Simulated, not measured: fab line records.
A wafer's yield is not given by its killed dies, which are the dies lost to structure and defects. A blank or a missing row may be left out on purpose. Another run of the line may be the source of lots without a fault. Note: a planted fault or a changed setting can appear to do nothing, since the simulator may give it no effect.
Chamber matching + flow nand harc + NHARC_A_STAIRCASE_ALD_415 on ald hk-01 has 4 sister chambers
The step deposits SiO2, target thk 30 nm, pulse time 6 s, ald cycles 300. 4 wafers are shown with their chamber, then 9 later ones without.

WAFERS, EACH WITH ITS CHAMBER
| wafer  | chamber | heater power w (W) |
|--------|---------|--------------------|
| L088.5 | 3       | 415                |
| L090.1 | 0       | 481                |
| L090.2 | 2       | 411                |
| L090.4 | 1       | 411                |

WAFERS MISSING THEIR CHAMBER
| wafer  | heater power w (W) |
|--------|--------------------|
| L091.1 | 415                |
| L091.3 | 491                |
| L091.4 | 421                |
| L093.1 | 417                |
| L093.2 | 418                |
| L093.4 | 480                |
| L094.3 | 414                |
| L094.4 | 413                |
| L094.6 | 418                |

WHICH CHAMBER EACH WENT THROUGH
| wafer  | from the rows above          | in truth |
|--------|------------------------------|----------|
| L091.1 | can't be placed: 3 or 1 or 2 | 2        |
| L091.3 | 0                            | 0        |
| L091.4 | can't be placed: 3 or 1 or 2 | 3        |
| L093.1 | can't be placed: 3 or 1 or 2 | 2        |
| L093.2 | can't be placed: 3 or 1 or 2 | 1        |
| L093.4 | 0                            | 0        |
| L094.3 | can't be placed: 3 or 1 or 2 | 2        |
| L094.4 | can't be placed: 1 or 2 or 3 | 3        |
| L094.6 | can't be placed: 3 or 1 or 2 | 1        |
Correct placement for 2 of the 9. Cannot be placed on the basis of these rows: 7; the candidates contain the true chamber in 7. 0 placed wrongly.
How it was worked out, from the rows above alone: a wafer's distance from a chamber is the root of the sum, over the readings, of the square of ((its reading less the chamber's mean) divided by the reading's scatter). If the next closest chamber is less than 2 further off than the closest, the wafer can't be placed; otherwise it belongs to the closest. A chamber's mean is the mean of its shown wafers. The scatter: root of mean squared gap, hidden wafer to nearest shown wafer, with one shown wafer a chamber.
